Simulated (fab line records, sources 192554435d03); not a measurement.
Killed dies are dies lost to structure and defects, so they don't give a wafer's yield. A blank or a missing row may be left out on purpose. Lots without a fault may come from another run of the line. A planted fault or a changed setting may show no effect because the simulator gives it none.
One fault seen from 2 desks | flow n5_finfet | each desk has only its own numbers; what lay behind them comes last

THE METROLOGY DESK
What the gauges read, lot by lot, whatever tool the lot ran on: means of the sampled wafers that have a number. A lot is out of limits, marked OUT, if its mean lies more than 4 standard deviations from the usual mean; the brackets give that distance. Of its 11 readings 7 are shown: those that lie furthest out on some lot.
Columns: A = cd_nm at N5_BEOL_M0_CUTY_CD_MEAS_57, usual 200.2 nm; B = DIBL_N at N5_BEOL_M4_RC_MEAS_101, usual 36.0 mV/V; C = DIBL_P at N5_BEOL_M4_RC_MEAS_101, usual 36.2 mV/V; D = IOFF_P at N5_BEOL_M4_RC_MEAS_101, usual 0.21 nA/um; E = ION_N at N5_BEOL_M4_RC_MEAS_101, usual 672 uA/um; F = ION_P at N5_BEOL_M4_RC_MEAS_101, usual 461 uA/um; G = SS_P at N5_BEOL_M4_RC_MEAS_101, usual 73.2 mV/dec
lot  | first seen here | A     | B    | C    | D    | E   | F   | G
L744 | day 5 21:03     | 200.0 | 35.0 | 35.5 | 0.19 | 677 | 458 | 73.6
L745 | day 6 04:00     | 199.1 | 32.6 | 33.6 | 0.17 | 672 | 462 | 72.2
L746 | day 6 08:45     | 200.7 | 38.9 | 37.5 | 0.23 | 675 | 458 | 73.8
L748 | day 6 20:43     | 200.7 | 34.4 | 35.0 | 0.19 | 666 | 461 | 73.1
L750 | day 7 05:15     | 201.1 | 34.4 | 34.6 | 0.18 | 662 | 457 | 72.3
L752 | day 7 19:49     | 200.0 | 38.2 | 38.9 | 0.23 | 678 | 460 | 73.7
L753 | day 7 23:56     | 200.6 | 39.1 | 40.7 | 0.24 | 676 | 460 | 74.0
L758 | day 9 14:33     | 200.4 | 35.2 | 36.3 | 0.20 | 671 | 462 | 73.4
L763 | day 10 11:49    | 201.1 | 33.9 | 34.1 | 0.16 | 652 | 448 | 72.2
L764 | day 10 21:14    | 201.7 | 37.3 | 37.1 | 0.20 | 687 | 461 | 73.0
This desk's finding: nothing out of limits on any of the 10 lots.

THE TOOL OWNER'S DESK: ald_sin-04
The tool's own readings at N5_BEOL_M0_SAQP_ALD_48 (deposits SiO2, target thk 20 nm, pulse time 1 s, co reactant pulse time 1 s): means of the sampled wafers that have a number, for each lot that ran on this tool. A lot is out of limits, marked OUT, if its mean lies more than 4 standard deviations from the usual mean; the brackets give that distance.
Columns: A = heater_power_w at N5_BEOL_M0_SAQP_ALD_48, usual 79 W; B = precursor_pulse_height_rel at N5_BEOL_M0_SAQP_ALD_48, usual 1.002
lot  | first seen here | A  | B
L745 | day 6 03:07     | 76 | 0.998
L753 | day 7 22:55     | 81 | 0.995
L758 | day 9 13:32     | 78 | 1.031
L763 | day 10 10:55    | 80 | 0.996
This desk's finding: nothing out of limits on any of the 4 lots.

PUT TOGETHER
The metrology desk saw nothing out of limits.
The tool owner's desk saw nothing out of limits.

WHAT THE SIMULATOR HAD PUT IN
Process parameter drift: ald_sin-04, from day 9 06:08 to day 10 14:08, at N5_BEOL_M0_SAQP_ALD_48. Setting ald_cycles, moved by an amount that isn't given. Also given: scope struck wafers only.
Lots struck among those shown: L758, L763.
